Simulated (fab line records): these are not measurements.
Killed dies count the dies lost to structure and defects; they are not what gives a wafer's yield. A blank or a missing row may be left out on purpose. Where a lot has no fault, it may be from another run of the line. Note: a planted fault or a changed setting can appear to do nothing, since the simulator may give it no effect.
fab line records -- flow nand_harc
[record] lots = 6, wafers = 18, last_day = 35
route steps=1302 shown P_STI@107 P_GATE@110
lots untouched by any fault: they come from a run of this same line in which no faults occurred
start_h: hours from the record's opening day to when the first of the lot's shown wafers began -- wait_h: time in hours since the lot's previous step -- " same as the row above -- L1.1+2: several wafers, shown together as one row -- - no value present, or no start provided -- * or withheld: withheld -- < > ~ a bound
route shown NAME@n: NAME is a module with steps in the file, n the number in the route of the first one -- usual: average and standard deviation across the fault-free wafers -- same: alike in all rows -- chamber/n: place in a boat -- sites: the reading at each site -- _std_site: the standard deviation of these -- _edge_site: outer sites' mean less inner sites' -- radius_mm: for every site, how far away it sits from the centre of the wafer -- mask NAME#n: copy n -- behind: the tool/chamber that last shaped the wafer -- hold: what put the lot on hold/how long, in hours/how the hold closed -- device: which transistor (n, p or np) failed to switch -- end of line: tests of these same wafers at the route's end -- a step given without rows: its recipe and nothing more -- killed: dies that structure and defects cost at the first sort, which is not the same as the wafer's yield -- map: dies across one wafer; x = killed, . = not, _ = none there
set.NAME: the run value of the setting; set.NAME@STEP: its run value at that earlier step -- model.NAME: the simulator's own value behind a step, which no gauge read
lots at some steps of the route; a table a step, a row a wafer
services: a tool's chamber out of use, with start hour (start_h, from the record's first day; less than 0 if before it), hours out, and reason
[[steps]]
[step NHARC_P_STI_SRD_39]
[step NHARC_P_STI_OXIDE_40]
[recipe] target_thk_a = 100, temp_c = 900, ox_time_s = 1362, material = SiO2
[step NHARC_P_STI_INSPECT_25]
[usual] raw_defect_count = 217/81
lot.wafer,tool,chamber,start_h,wait_h,raw_defect_count
L974.2,defect_inspect-01,-,79.87,0.4,164
L974.3,defect_inspect-01,-,79.87,0.4,239
L974.6,defect_inspect-01,-,79.87,0.4,204
L985.1,defect_inspect-02,-,189.01,0.4,241
L985.2,defect_inspect-02,-,189.01,0.4,192
L985.6,defect_inspect-02,-,189.01,0.4,187
L986.1,defect_inspect-01,-,202.25,0.4,173
L986.3,defect_inspect-01,-,202.25,0.4,228
L986.6,defect_inspect-01,-,202.25,0.4,176
L990.1,defect_inspect-01,-,242.81,0.4,299
L990.2,defect_inspect-01,-,242.81,0.4,430
L990.5,defect_inspect-01,-,242.81,0.4,343
L995.4,defect_inspect-01,-,294.04,0.4,199
L995.5,defect_inspect-01,-,294.04,0.4,143
L995.6,defect_inspect-01,-,294.04,0.4,241
L996.1,defect_inspect-02,-,312.00,0.4,329
L996.4,defect_inspect-02,-,312.00,0.4,347
L996.6,defect_inspect-02,-,312.00,0.4,252
[step NHARC_P_GATE_ETCH_69]
[recipe] target_depth_a = 140, chemistry = dHF, material = SiO2
[step NHARC_P_GATE_PRECLEAN_70]
[recipe] time_s = *, temp_c = 50, bath_age_min = 0, chemistry = SC1
[step NHARC_P_GATE_SRD_01]
[step NHARC_P_GATE_OXIDE_02]
[recipe] target_thk_a = 375, temp_c = 950, p_h2o_torr = 720, ox_time_s = 365, material = SiO2
[step NHARC_P_GATE_DEHYDRATE_03]
[recipe] temp_c = 150, time_s = 120
[step NHARC_P_GATE_HMDS_04]
[recipe] time_s = 30
[step NHARC_P_GATE_COAT_05]
[recipe] spin_rpm = 4690
[step NHARC_P_GATE_SOFTBAKE_06]
[recipe] temp_c = 122, time_s = 95
[step NHARC_P_GATE_EBR_07]
[step NHARC_P_GATE_EXPOSE_08]
[recipe] na = 0.6, dose_mj = 16.75, mask_id = P_HV
[usual] exposure_dose_mJ_cm2 = 16.754/0.014, focus_offset_nm = 0.1/0.51
lot.wafer,tool,chamber,start_h,wait_h,mask,exposure_dose_mJ_cm2,focus_offset_nm
L974.2,krf_scanner-02,0,88.65,-,P_HV#0,16.778,0.2
L974.3,krf_scanner-02,0,88.65,-,P_HV#0,16.771,-0.4
L974.6,krf_scanner-02,0,88.65,-,P_HV#0,16.755,-0.2
L985.1,krf_scanner-01,0,197.10,-,P_HV#0,22.693,0.1
L985.2,krf_scanner-01,0,197.10,-,P_HV#0,22.690,-0.1
L985.6,krf_scanner-01,0,197.10,-,P_HV#0,22.698,0.0
L986.1,krf_scanner-01,0,212.93,-,P_HV#0,22.700,-0.3
L986.3,krf_scanner-01,0,212.93,-,P_HV#0,22.683,0.4
L986.6,krf_scanner-01,0,212.93,-,P_HV#0,22.668,0.5
L990.1,krf_scanner-03,0,251.42,-,P_HV#0,16.765,0.7
L990.2,krf_scanner-03,0,251.42,-,P_HV#0,16.742,-0.3
L990.5,krf_scanner-03,0,251.42,-,P_HV#0,16.733,0.5
L995.4,krf_scanner-03,0,302.68,-,P_HV#0,16.782,0.0
L995.5,krf_scanner-03,0,302.68,-,P_HV#0,16.762,0.2
L995.6,krf_scanner-03,0,302.68,-,P_HV#0,16.774,-0.3
L996.1,krf_scanner-03,0,320.05,-,P_HV#0,16.763,0.5
L996.4,krf_scanner-03,0,320.05,-,P_HV#0,16.777,0.1
L996.6,krf_scanner-03,0,320.05,-,P_HV#0,16.750,0.0
[step NHARC_P_GATE_PEB_09]
[recipe] peb_temp_c = 118, peb_time_s = 85
[step NHARC_P_GATE_DEVELOP_10]
[recipe] time_s = 70
[step NHARC_P_GATE_CD_MEAS_11]
[recipe] target_cd_nm = 1640, landing_energy_ev = 500
[usual] cd_nm = 1639.6/1.1
lot.wafer,tool,chamber,start_h,wait_h,cd_nm
L974.2,cd_sem-01,0,88.81,-,1639.8
L974.3,cd_sem-01,0,88.81,-,1638.2
L974.6,cd_sem-01,0,88.81,-,1639.3
L985.1,cd_sem-01,0,197.26,-,1643.2
L985.2,cd_sem-01,0,197.26,-,1646.3
L985.6,cd_sem-01,0,197.26,-,1644.4
L986.1,cd_sem-03,0,213.09,-,1642.6
L986.3,cd_sem-03,0,213.09,-,1642.8
L986.6,cd_sem-03,0,213.09,-,1643.7
L990.1,cd_sem-03,0,251.58,-,1639.2
L990.2,cd_sem-03,0,251.58,-,1639.3
L990.5,cd_sem-03,0,251.58,-,1639.7
L995.4,cd_sem-02,0,302.83,-,1638.8
L995.5,cd_sem-02,0,302.83,-,1640.3
L995.6,cd_sem-02,0,302.83,-,1639.5
L996.1,cd_sem-03,0,320.22,-,1638.8
L996.4,cd_sem-03,0,320.22,-,1639.1
L996.6,cd_sem-03,0,320.22,-,1639.3
[step NHARC_P_GATE_HARDBAKE_12]
[recipe] temp_c = 125, time_s = 80
[[services]]
tool,chamber,start_h,hours,kind
krf_scanner-03,-,71.87,0.9,repair
krf_scanner-02,-,94.01,4.0,pm
krf_scanner-01,-,140.00,4.0,pm
krf_scanner-02,-,191.97,1.3,repair
krf_scanner-03,-,224.00,4.0,pm
krf_scanner-02,-,266.01,4.0,pm
krf_scanner-02,-,304.81,5.6,repair
krf_scanner-01,-,312.00,4.0,pm
[[key]]
[first_sign] step = NHARC_P_GATE_EXPOSE_08, reading = exposure_dose_mJ_cm2, direction = up, sigmas = 99+, usual = 16.754, struck = 22.689
[effect] step = NHARC_P_GATE_CD_MEAS_11, reading = cd_nm, direction = up, sigmas = 3.8, usual = 1639.6, struck = 1643.8
met_at NHARC_P_GATE_EXPOSE_08
struck_wafers L985.1,L985.2,L985.6,L986.1,L986.3,L986.6
tester_left_out L985,L986
[fault] kind = process_parameter_drift, tool = krf_scanner-01, chamber = -, onset_h = 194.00, steps = NHARC_P_GATE_EXPOSE_08, channel = dose_mj, offset = 5.9175, shape = step, acts_in = these_recipes_only, stated = 16.75
// tester_left_out: of these lots the tester's yield and bins aren't shown, on N5 and GAA mostly nor the transistor test; their killed dies are dies lost to structure and defects alone, not to doping, threshold or leakage, so they don't give the yield
